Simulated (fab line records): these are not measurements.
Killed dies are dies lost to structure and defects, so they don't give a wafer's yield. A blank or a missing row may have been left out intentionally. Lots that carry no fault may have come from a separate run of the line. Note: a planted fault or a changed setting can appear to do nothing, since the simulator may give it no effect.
Chamber matching -- flow nand harc -- 4 sister chambers for NHARC_A_CONTACT_ALD_18 on ald metal-04
The step deposits TiN, target thk 3 nm, pulse time 1 s, ald cycles 150. 8 wafers are shown with their chamber, then 9 later ones without.

## WAFERS PAIRED WITH THEIR CHAMBERS
wafer,chamber,heater power w (W),precursor pulse height rel
L757.2,3,1078,0.999
L757.3,2,975,0.998
L759.3,0,1016,0.981
L759.5,3,1100,1.010
L759.6,0,1044,0.992
L769.1,2,1008,0.993
L769.4,1,1013,1.009
L769.5,1,1034,0.989

## WAFERS WITH NO CHAMBER GIVEN
wafer,heater power w (W),precursor pulse height rel
L770.1,1097,1.008
L770.3,1019,0.998
L770.5,987,1.024
L772.1,1021,0.977
L772.4,1056,0.995
L772.5,1010,0.986
L773.2,991,1.010
L773.3,1047,0.999
L773.6,1086,1.021

## CHAMBER TAKEN BY EACH
wafer,from the rows above,in truth
L770.1,3,3
L770.3,can't be placed: 1 or 0 or 2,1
L770.5,can't be placed: 2 or 1 or 0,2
L772.1,can't be placed: 0 or 1 or 2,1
L772.4,can't be placed: 0 or 1 or 3 or 2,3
L772.5,can't be placed: 0 or 2 or 1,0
L773.2,can't be placed: 2 or 1 or 0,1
L773.3,can't be placed: 1 or 0 or 3 or 2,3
L773.6,3,3
2 of 9 placed correctly. Can't be placed from these rows: 7 (the true chamber is among the candidates in 7). Number placed wrongly: 0.
How it was worked out, from the rows above alone: a wafer's distance from a chamber is the root of the sum, over the readings, of the square of ((its reading less the chamber's mean) divided by the reading's scatter). If the next closest chamber is less than 2 further off than the closest, the wafer can't be placed; otherwise it belongs to the closest. The mean given for a chamber averages the wafers shown for that chamber. The scatter: take each reading less its chamber's mean, square it, sum over the shown wafers, divide by the number of wafers less the number of chambers, and take the root.
